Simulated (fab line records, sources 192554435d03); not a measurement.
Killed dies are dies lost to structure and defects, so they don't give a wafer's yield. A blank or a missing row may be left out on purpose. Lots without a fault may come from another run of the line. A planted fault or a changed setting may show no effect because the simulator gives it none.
Which tool did it? | flow n5_finfet | 24 lots, 72 wafers sampled, at 2 steps of a route of 1938

WHAT THE GAUGES READ, wafer by wafer
N5_BEOL_M4_INSPECT_13: inspects for defects (brightfield). Usual: raw_defect_count 415, standard deviation 87.
lot  | measured     | on                | raw_defect_count | flag
L075 | day 7 06:23  | defect_inspect-01 | 471 485 463      |
L074 | day 7 06:29  | defect_inspect-02 | 288 250 286      |
L076 | day 7 13:01  | defect_inspect-01 | 323 380 337      |
L077 | day 8 01:31  | defect_inspect-01 | 563 435 458      |
L078 | day 8 11:26  | defect_inspect-01 | 317 551 597      |
L079 | day 8 13:30  | defect_inspect-02 | 426 455 330      |
L080 | day 8 15:10  | defect_inspect-02 | 452 409 456      |
L081 | day 9 04:11  | defect_inspect-01 | 290 504 478      |
L083 | day 9 05:43  | defect_inspect-01 | 324 316 461      |
L082 | day 9 08:47  | defect_inspect-01 | 467 419 455      |
L084 | day 9 09:19  | defect_inspect-01 | 365 428 534      |
L085 | day 9 21:08  | defect_inspect-02 | 372 410 584      |
L086 | day 10 06:16 | defect_inspect-01 | 266 477 266      |
L087 | day 10 12:19 | defect_inspect-02 | 362 520 508      |
L090 | day 10 21:36 | defect_inspect-02 | 332 256 380      |
L088 | day 10 22:40 | defect_inspect-02 | 384 493 451      |
L091 | day 11 04:59 | defect_inspect-01 | 414 346 447      |
L089 | day 11 10:25 | defect_inspect-01 | 512 450 435      |
L092 | day 11 13:01 | defect_inspect-02 | 459 462 547      |
L093 | day 11 20:34 | defect_inspect-02 | 341 329 401      |
L094 | day 12 01:41 | defect_inspect-01 | 325 362 465      |
L095 | day 12 08:43 | defect_inspect-01 | 348 439 554      |
L096 | day 13 00:10 | defect_inspect-01 | 287 465 464      |
L097 | day 13 01:17 | defect_inspect-01 | 440 479 453      |

N5_BEOL_M4_INSPECT_30: inspects for defects (brightfield). Usual: raw_defect_count 418, standard deviation 89.
lot  | measured     | on                | raw_defect_count | flag
L075 | day 7 07:29  | defect_inspect-01 | 481 506 475      |
L074 | day 7 07:42  | defect_inspect-01 | 288 227 282      |
L076 | day 7 14:24  | defect_inspect-01 | 299 387 315      |
L077 | day 8 02:31  | defect_inspect-02 | 590 446 475      |
L078 | day 8 12:26  | defect_inspect-01 | 304 518 603      |
L079 | day 8 14:22  | defect_inspect-02 | 419 438 327      |
L080 | day 8 16:25  | defect_inspect-01 | 433 408 424      |
L081 | day 9 05:10  | defect_inspect-02 | 290 563 495      |
L083 | day 9 06:59  | defect_inspect-02 | 322 301 437      |
L082 | day 9 09:42  | defect_inspect-01 | 459 433 430      |
L084 | day 9 10:13  | defect_inspect-01 | 386 432 537      |
L085 | day 9 22:19  | defect_inspect-01 | 350 398 591      |
L086 | day 10 07:16 | defect_inspect-01 | 267 471 282      |
L087 | day 10 13:47 | defect_inspect-01 | 353 507 488      |
L090 | day 10 22:52 | defect_inspect-02 | 353 293 375      |
L088 | day 10 23:53 | defect_inspect-01 | 395 469 430      |
L091 | day 11 05:52 | defect_inspect-02 | 375 367 448      |
L089 | day 11 11:20 | defect_inspect-02 | 502 475 464      |
L092 | day 11 14:46 | defect_inspect-02 | 448 494 542      |
L093 | day 11 21:48 | defect_inspect-02 | 339 345 400      |
L094 | day 12 02:34 | defect_inspect-02 | 363 389 535      |
L095 | day 12 09:45 | defect_inspect-01 | 358 454 584      |
L096 | day 13 01:10 | defect_inspect-01 | 320 450 489      |
L097 | day 13 02:17 | defect_inspect-02 | 476 496 455      |

WHICH TOOL RAN EACH LOT (tool, then ch and the chambers of the sampled wafers, then the start)
The record holds no process step before these readings.

WHAT THE TOOLS THEMSELVES READ (means of the sampled wafers that have a number; where no wafer has one, the mark that the record gives instead)
The record holds no such reading with a usual standard deviation.

THE ANSWER, worked out from the rows above alone
Rule: a lot is off if the mean of its wafers that have a number lies more than 3 standard deviations from the usual mean. A lot without any number at a reading at which 4 lots or more have one is off too. The other lots that the step has rows for count as sound. The gauges are gone through in route order, then the tools' own readings, and for those a lot's mean is taken as printed above. The first step at which some lot is off is used, and at that step the reading that is off furthest; a lot without a number counts as furthest.
No lot is off at any reading shown: from this, nothing can be told.

WHAT THE SIMULATOR HAD PUT IN
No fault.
